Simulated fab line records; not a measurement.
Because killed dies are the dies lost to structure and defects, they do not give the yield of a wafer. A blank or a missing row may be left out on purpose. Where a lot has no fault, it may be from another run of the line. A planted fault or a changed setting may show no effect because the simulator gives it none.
Chamber matching || flow nand_harc || NHARC_P_M0_DEP_32 on pecvd-03 has 3 sister chambers
The step deposits SiCN, target thk 30 nm. 6 wafers are shown with their chamber, then 7 later ones without.

WAFERS WITH THEIR CHAMBER
{"wafer": "L085.1", "chamber": 0, "heater_power_w (W)": 699, "heater_power_outer_w (W)": 387}
{"wafer": "L091.2", "chamber": 0, "heater_power_w (W)": 571, "heater_power_outer_w (W)": 306}
{"wafer": "L091.4", "chamber": 1, "heater_power_w (W)": 472, "heater_power_outer_w (W)": 282}
{"wafer": "L091.5", "chamber": 2, "heater_power_w (W)": 548, "heater_power_outer_w (W)": 273}
{"wafer": "L092.1", "chamber": 1, "heater_power_w (W)": 437, "heater_power_outer_w (W)": 251}
{"wafer": "L092.5", "chamber": 2, "heater_power_w (W)": 668, "heater_power_outer_w (W)": 351}

WAFERS WITHOUT THEIR CHAMBER
{"wafer": "L092.6", "heater_power_w (W)": 445, "heater_power_outer_w (W)": 256}
{"wafer": "L093.1", "heater_power_w (W)": 614, "heater_power_outer_w (W)": 310}
{"wafer": "L093.2", "heater_power_w (W)": 689, "heater_power_outer_w (W)": 368}
{"wafer": "L093.5", "heater_power_w (W)": 647, "heater_power_outer_w (W)": 370}
{"wafer": "L094.1", "heater_power_w (W)": 628, "heater_power_outer_w (W)": 310}
{"wafer": "L094.2", "heater_power_w (W)": 446, "heater_power_outer_w (W)": 254}
{"wafer": "L094.5", "heater_power_w (W)": 631, "heater_power_outer_w (W)": 314}

CHAMBER TAKEN BY EACH
{"wafer": "L092.6", "from the rows above": 1, "in truth": 1}
{"wafer": "L093.1", "from the rows above": "can't be placed: 2 or 0", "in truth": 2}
{"wafer": "L093.2", "from the rows above": "can't be placed: 0 or 2", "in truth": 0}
{"wafer": "L093.5", "from the rows above": "can't be placed: 0 or 2", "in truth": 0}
{"wafer": "L094.1", "from the rows above": "can't be placed: 2 or 0", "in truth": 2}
{"wafer": "L094.2", "from the rows above": 1, "in truth": 1}
{"wafer": "L094.5", "from the rows above": "can't be placed: 2 or 0", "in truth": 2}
Correctly placed: 2 of 7. Not placeable from these rows: 5 (in 5, the candidates include the true chamber). Placed wrongly: 0.
How it was worked out, from the rows above alone: a wafer's distance from a chamber is the root of the sum, over the readings, of the square of ((its reading less the chamber's mean) divided by the reading's scatter). The wafer belongs to the nearest chamber; if the next one is less than 2 further off, it can't be placed. Each chamber's mean is taken over the wafers shown for it. The scatter: the root of (the sum of the squares of (reading less its chamber's mean) over the shown wafers, divided by (wafers less chambers)).
